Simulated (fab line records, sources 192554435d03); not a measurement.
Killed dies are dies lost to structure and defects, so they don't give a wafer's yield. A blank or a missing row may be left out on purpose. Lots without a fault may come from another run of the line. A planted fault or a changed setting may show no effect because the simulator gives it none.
fab line records | flow n5_finfet
record lots=11 wafers=32 last_day=19
route steps=1938 shown WELL_APT@29 PMOS_HMC_CHANNEL_EPI@63 PASSIVATION@1936
lots that met no fault: from a run of the same line without faults
start_h: hours from the record's first day to the start of the lot's first wafer shown | wait_h: hours since the lot's step before | " the same as in the row above | L1.1+2: a row that stands for several wafers | - no value, or no start given | * or withheld: withheld | < > ~ a bound
route shown NAME@n: a module of which the file shows steps, and the number in the route of the first | usual: mean/standard deviation of fault-free wafers | same: alike in all rows | chamber/n: place in a boat | sites: the reading at each site | _std_site: their standard deviation | _edge_site: outer sites' mean less inner sites' | radius_mm: how far each site lies from the wafer's centre | mask NAME#n: copy n | behind: the tool/chamber that last shaped the wafer | hold: why the lot was held/for how many hours/how that ended | device: the transistor (n, p or np) that didn't switch | end of line: the same wafers' tests at the end of the route | a step without rows: its recipe alone | killed: dies lost to structure and defects at the first sort, not the wafer's yield | map: a wafer's dies, x killed, . not, _ none there
set.NAME: the setting as run; set.NAME@STEP: as run at that earlier step | model.NAME: the simulator's own value behind a step, which no gauge read
steps of the route over a sample of lots; a table a step, a row a wafer
services: from which hour (start_h, from the record's first day; less than 0 if before it) a tool's chamber was out of use, for how many hours, and why
## steps
# step N5_WELL_APT_OVL_MEAS_09
# recipe points_per_wafer=44
# usual NWELL_OVL=-2/5.1
# columns lot.wafer tool chamber start_h wait_h NWELL_OVL[nm]
L877.2 overlay-01 0 13.71 0.0 -1
L877.4 " 0 " " -3
L877.5 " 0 " " -7
L878.1 overlay-02 0 19.94 0.0 5
L878.3 " 0 " " 1
L878.5 " 0 " " 8
L881.1 overlay-02 0 37.88 0.0 -2
L881.2 " 0 " " -5
L881.6 " 0 " " -5
L882.3 overlay-01 0 43.75 0.0 -3
L882.4 " 0 " " -5
L882.6 " 0 " " -12
L883.1 overlay-01 0 49.61 0.0 7
L883.2 " 0 " " -5
L883.6 " 0 " " -3
L884.2 overlay-01 0 55.87 0.0 1
L884.3 " 0 " " -2
L884.5 " 0 " " -3
L890.1 overlay-02 0 91.75 0.0 -9
L890.3 " 0 " " -3
L890.5 " 0 " " -3
L892.3 overlay-01 0 104.23 0.0 -7
L892.4 " 0 " " -10
L892.6 " 0 " " -3
L895.1 overlay-01 0 121.71 0.0 -3
L895.4 " 0 " " 5
L895.5 " 0 " " 2
L898.1 overlay-02 0 140.09 0.0 -2
L898.3 " 0 " " -9
L898.4 " 0 " " -5
L899.4 overlay-01 0 146.23 0.0 -3
L899.5 " 0 " " -4
# step N5_WELL_APT_DESCUM_13
# recipe chemistry=O2 time_s=7.9 source_power_w=50 bias_power_w=20 pressure_mtorr=20 rf_frequency_hz=2.712e+07 temp_c=40 o2_flow_sccm=225
# usual drypump_motor_current_A=5.9/0.43 oes_product_au=0.79/0.07 rf_vpp_V=243.5/1.2 showerhead_plenum_p_Torr=2.11/0.061 throttle_valve_pct=20.5/0.31
# columns lot.wafer tool chamber start_h wait_h drypump_motor_current_A oes_product_au rf_hours_counter_h rf_vpp_V showerhead_plenum_p_Torr throttle_valve_pct
L877.2 rie_diel-01 1 14.36 0.6 5.9 0.78 105 242.5 2.00 20.2
L877.4 " 2 " " 6.2 0.69 225 243.9 2.16 21.0
L877.5 " 2 " " 6.2 0.70 - 244.0 2.16 20.9
L878.1 rie_diel-01 2 22.09 2.1 6.2 0.69 230 244.7 2.16 21.0
L878.3 " 3 " " 6.1 0.75 164 241.9 2.11 20.9
L878.5 " 0 " " 6.4 0.84 - 245.2 2.20 20.5
L881.1 rie_diel-01 2 38.47 0.6 6.2 0.70 239 244.3 2.16 21.0
L881.2 " 3 " " 6.1 0.75 173 242.3 2.10 20.9
L881.6 " 1 " " 5.9 0.76 - 240.8 2.00 20.2
L882.3 rie_diel-03 2 43.99 0.2 5.4 0.78 128 243.6 2.07 20.0
L882.4 " 0 " " 6.1 0.76 123 242.6 2.14 20.9
L882.6 " 0 " " 6.1 0.75 - 243.6 2.14 20.9
L883.1 rie_diel-06 1 49.67 0.0 6.5 0.74 192 243.5 2.13 20.4
L883.2 " 0 " " 5.7 0.86 80 244.6 2.21 20.4
L883.6 " 2 " " 5.4 0.78 - 242.5 2.09 20.2
L884.2 rie_diel-06 1 56.03 0.1 6.5 0.73 196 243.1 2.13 20.5
L884.3 " 0 " " 5.7 0.85 83 244.5 2.21 20.4
L884.5 " 1 " " 6.5 0.73 - 243.6 2.13 20.4
L890.1 rie_diel-06 3 92.09 0.3 5.3 0.91 9 243.3 2.15 20.4
L890.3 " 0 " " 5.7 0.83 94 245.1 2.21 20.4
L890.5 " 2 " " 5.4 0.77 - 242.8 2.09 20.3
L892.3 rie_diel-01 2 104.62 0.4 6.2 0.99 7 243.6 2.15 20.5
L892.4 " 3 " " 6.1 0.72 201 243.1 2.09 20.9
L892.6 " 2 " " 6.2 0.98 - 244.7 2.15 20.5
L895.1 rie_diel-03 0 121.77 0.0 6.1 0.73 155 242.8 2.13 21.0
L895.4 " 0 " " 6.1 0.73 - 243.1 2.13 21.0
L895.5 " 2 " " 5.4 0.75 - 241.9 2.06 20.0
L898.1 rie_diel-03 2 140.14 0.0 5.4 0.74 167 243.2 2.05 20.0
L898.3 " 1 " " 5.5 0.84 60 245.3 2.13 20.6
L898.4 " 3 " " 6.3 0.87 66 242.9 2.02 19.9
L899.4 rie_diel-06 0 146.29 0.0 5.8 0.82 109 244.0 2.20 20.4
L899.5 " 2 " " 5.4 0.75 - 242.0 2.08 20.3
# step N5_PMOS_HMC_CHANNEL_EPI_PEB_07
# recipe peb_temp_c=110 peb_time_s=60 resist=CAR-ArF-block
# usual plate_temp_C=110.03/0.15
# columns lot.wafer tool chamber start_h wait_h plate_temp_C
L877.2 litho_track-04 0 17.50 0.0 110.01
L877.4 " 0 " " 110.22
L877.5 " 0 " " 109.95
L878.1 litho_track-04 0 29.43 0.1 110.01
L878.3 " 0 " " 109.97
L878.5 " 0 " " 110.08
L881.1 litho_track-02 0 42.67 0.1 110.11
L881.2 " 0 " " 110.09
L881.6 " 0 " " 109.91
L882.3 litho_track-04 0 47.51 0.0 110.26
L882.4 " 0 " " 110.29
L882.6 " 0 " " 110.15
L883.1 litho_track-04 0 53.56 0.1 109.98
L883.2 " 0 " " 109.76
L883.6 " 0 " " 110.00
L884.2 litho_track-02 0 59.28 0.0 110.12
L884.3 " 0 " " 110.13
L884.5 " 0 " " 109.94
L890.1 litho_track-02 0 95.44 0.1 109.89
L890.3 " 0 " " 110.11
L890.5 " 0 " " 109.92
L892.3 litho_track-02 0 107.96 0.0 110.15
L892.4 " 0 " " 110.03
L892.6 " 0 " " 110.07
L895.1 litho_track-05 0 125.10 0.1 109.98
L895.4 " 0 " " 109.88
L895.5 " 0 " " 109.97
L898.1 litho_track-04 0 143.76 0.1 110.05
L898.3 " 0 " " 110.14
L898.4 " 0 " " 110.15
L899.4 litho_track-04 0 150.24 0.0 110.07
L899.5 " 0 " " 110.02
# step N5_PMOS_HMC_CHANNEL_EPI_CD_MEAS_09
# recipe target_cd_nm=237.4 landing_energy_ev=500 detector=se_inlens
# usual cd_nm=238.2/1.3
# columns lot.wafer tool chamber start_h wait_h cd_nm
L877.2 cd_sem-01 0 17.57 - 238.0
L877.4 " 0 " " 237.1
L877.5 " 0 " " 236.9
L878.1 cd_sem-03 0 29.50 - 236.2
L878.3 " 0 " " 238.1
L878.5 " 0 " " 237.5
L881.1 cd_sem-01 0 42.74 - 238.5
L881.2 " 0 " " 238.1
L881.6 " 0 " " 238.9
L882.3 cd_sem-03 0 47.58 - 237.0
L882.4 " 0 " " 235.6
L882.6 " 0 " " 234.5
L883.1 cd_sem-03 0 53.63 - 235.8
L883.2 " 0 " " 238.5
L883.6 " 0 " " 237.7
L884.2 cd_sem-01 0 59.35 - 238.3
L884.3 " 0 " " 238.7
L884.5 " 0 " " 240.7
L890.1 cd_sem-01 0 95.51 - 244.7
L890.3 " 0 " " 244.7
L890.5 " 0 " " 244.9
L892.3 cd_sem-01 0 108.03 - 244.6
L892.4 " 0 " " 242.7
L892.6 " 0 " " 244.7
L895.1 cd_sem-01 0 125.17 - 239.7
L895.4 " 0 " " 240.9
L895.5 " 0 " " 238.7
L898.1 cd_sem-02 0 143.83 - 237.3
L898.3 " 0 " " 236.8
L898.4 " 0 " " 237.3
L899.4 cd_sem-02 0 150.30 - 237.0
L899.5 " 0 " " 236.9
# step N5_PMOS_HMC_CHANNEL_EPI_FIN_RECESS_16
# recipe chemistry=HBr/Cl2 target=Si mask_material=SiO2 target_depth_a=540 time_s=18 pressure_mtorr=10 icp_w=800 bias_w=75 HBr_flow_sccm=150 Cl2_flow_sccm=80
# usual drypump_motor_current_A=5.5/0.49 oes_product_au=0.995/0.019 throttle_valve_pct=35.3/0.32
# columns lot.wafer tool chamber start_h wait_h drypump_motor_current_A oes_product_au rf_hours_counter_h throttle_valve_pct
L877.2 rie_si-06 2 18.30 0.0 4.8 0.984 141 35.4
L877.4 " 3 " " 5.3 1.001 202 35.2
L877.5 " 3 " " 5.2 0.994 - 35.2
L878.1 rie_si-02 0 30.16 0.0 5.8 0.985 169 35.1
L878.3 " 3 " " 5.5 0.997 126 35.7
L878.5 " 1 " " 5.6 1.037 - 35.4
L881.1 rie_si-03 2 43.47 0.0 4.8 0.976 114 34.9
L881.2 " 3 " " 5.4 0.995 192 35.6
L881.6 " 2 " " 4.8 0.976 - 34.9
L882.3 rie_si-03 3 48.14 0.0 5.5 0.986 192 35.6
L882.4 " 0 " " 6.0 1.001 2 35.4
L882.6 " 0 " " 6.0 1.007 - 35.4
L883.1 rie_si-06 2 54.28 0.0 4.8 0.982 141 35.4
L883.2 " 0 " " 6.3 1.019 196 35.4
L883.6 " 0 " " 6.3 1.012 - 35.4
L884.2 rie_si-02 1 59.93 0.0 5.7 1.041 17 35.4
L884.3 " 2 " " 6.4 0.986 140 34.8
L884.5 " 3 " " 5.5 1.006 - 35.7
L890.1 rie_si-03 1 96.05 0.0 5.2 0.993 70 35.2
L890.3 " 2 " " 4.8 0.973 116 34.9
L890.5 " 2 " " 4.8 0.965 - 34.9
L892.3 rie_si-02 1 108.57 0.0 5.7 1.056 18 35.4
L892.4 " 2 " " 6.4 1.004 140 34.8
L892.6 " 3 " " 5.5 1.007 - 35.7
L895.1 rie_si-02 0 125.71 0.0 5.8 0.971 171 35.1
L895.4 " 1 " " 5.6 1.055 18 35.4
L895.5 " 3 " " 5.5 1.006 - 35.7
L898.1 rie_si-06 3 145.20 0.0 5.2 0.997 2 34.8
L898.3 " 2 " " 4.8 0.989 143 35.4
L898.4 " 3 " " 5.3 0.995 - 34.8
L899.4 rie_si-03 1 150.84 0.0 5.2 1.000 71 35.2
L899.5 " 3 " " 5.5 0.996 - 35.6
# step N5_PASSIVATION_PROBE_49
# usual killed_at_M0_to_M3=33/11 killed_at_M4_up=13/5.2 killed_at_contacts=11/5.7 killed_at_front_end=39/11 killed_at_other=4/3 killed_dies=101/20 killed_open=66/15 killed_short=33/8.4
# same gross_dies=1180 killed_at_back_side=0
# columns lot.wafer tool chamber start_h wait_h killed_at_M0_to_M3 killed_at_M4_up killed_at_contacts killed_at_front_end killed_at_other killed_dies killed_open killed_short
L883.1 prober-02 - 321.23 0.1 25 9 4 23 7 68 38 29
L883.2 prober-02 - 321.28 0.2 28 9 19 40 1 97 55 40
L883.6 prober-02 - 321.48 0.4 10 11 6 31 3 61 35 25
# killed by level:class
L883.1 BEOL_M0_SAQP:geometric_particle:open=11 GATE_CUT:geometric_particle:short=8 BEOL_M0_SAQP:geometric_particle:short=8 FIN_SAQP:geometric_particle:open=3 FIN_SAQP:geometric_particle:short=3 BEOL_M8:geometric_particle:open=3 MOL_CONTACT_COAG:geometric_particle:open=3 PASS1_DEP:geometric_particle:open=3
L883.2 MOL_CONTACT_COAG:geometric_particle:open=15 FIN_SAQP:geometric_particle:short=10 BEOL_M0_SAQP:geometric_particle:open=8 BEOL_M0_SAQP:geometric_particle:short=7 DUMMY_GATE:geometric_particle:open=6 FIN_SAQP:geometric_particle:open=5 BEOL_M3:geometric_particle:short=5 MOL_CONTACT_COAG:geometric_particle:short=4
L883.6 FIN_SAQP:geometric_particle:open=11 GATE_CUT:geometric_particle:short=8 MOL_CONTACT_COAG:geometric_particle:open=4 BEOL_M4:geometric_particle:open=3 STARTING-WAFER:geometric_particle:short=3 FIN_SAQP:geometric_particle:short=2 STI_FIN_REVEAL:geometric_particle:open=2 MOL_CONTACT_COAG:geometric_particle:short=2
## services
# columns tool chamber start_h hours kind
rie_diel-01 2 -7.71 8.9 repair
rie_diel-03 - 11.78 0.3 repair
rie_diel-01 0 24.77 4.8 repair
rie_diel-06 0 27.07 16.7 repair
rie_si-02 - 39.25 2.8 pm
rie_diel-06 3 46.41 - clean
rie_diel-06 3 46.41 - consumable_replace:focus_ring
rie_diel-06 3 46.41 16.0 scheduled_down
rie_diel-06 3 46.41 16.0 vent_cycle
rie_si-06 3 51.79 - clean
rie_si-06 3 51.79 15.2 scheduled_down
rie_si-06 3 51.79 15.2 vent_cycle
rie_diel-03 3 52.75 23.1 repair
rie_si-03 0 64.21 1.9 repair
rie_diel-01 2 66.15 - clean
rie_diel-01 2 66.15 - consumable_replace:focus_ring
rie_diel-01 2 66.15 18.8 scheduled_down
rie_diel-01 2 66.15 18.8 vent_cycle
rie_si-02 1 78.99 3.9 repair
rie_si-02 - 86.93 4.3 pm
rie_diel-03 1 92.41 36.0 repair
rie_si-06 2 95.21 10.7 repair
rie_si-06 0 116.09 - clean
rie_si-06 0 116.09 36.3 scheduled_down
## key
first_sign step=N5_PMOS_HMC_CHANNEL_EPI_CD_MEAS_09 reading=cd_nm direction=up sigmas=4.8 usual=238.2 struck=244.4
effect none on later readings
met_at N5_PMOS_HMC_CHANNEL_EPI_PEB_07
struck_lots L890,L892
tester_left_out L890,L892
not_acting_at N5_WELL_APT_OVL_MEAS_09,N5_WELL_APT_DESCUM_13,N5_PMOS_HMC_CHANNEL_EPI_FIN_RECESS_16
onset_between 59.28 95.44
fault kind=process_parameter_drift tool=litho_track-02 chamber=- onset_h=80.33 steps=N5_PMOS_HMC_CHANNEL_EPI_PEB_07 channel=peb_time_s offset=* shape=step end_h=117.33 acts_in=* stated=*
# tester_left_out: of these lots the tester's yield and bins aren't shown, on N5 and GAA mostly nor the transistor test; their killed dies are dies lost to structure and defects alone, not to doping, threshold or leakage, so they don't give the yield
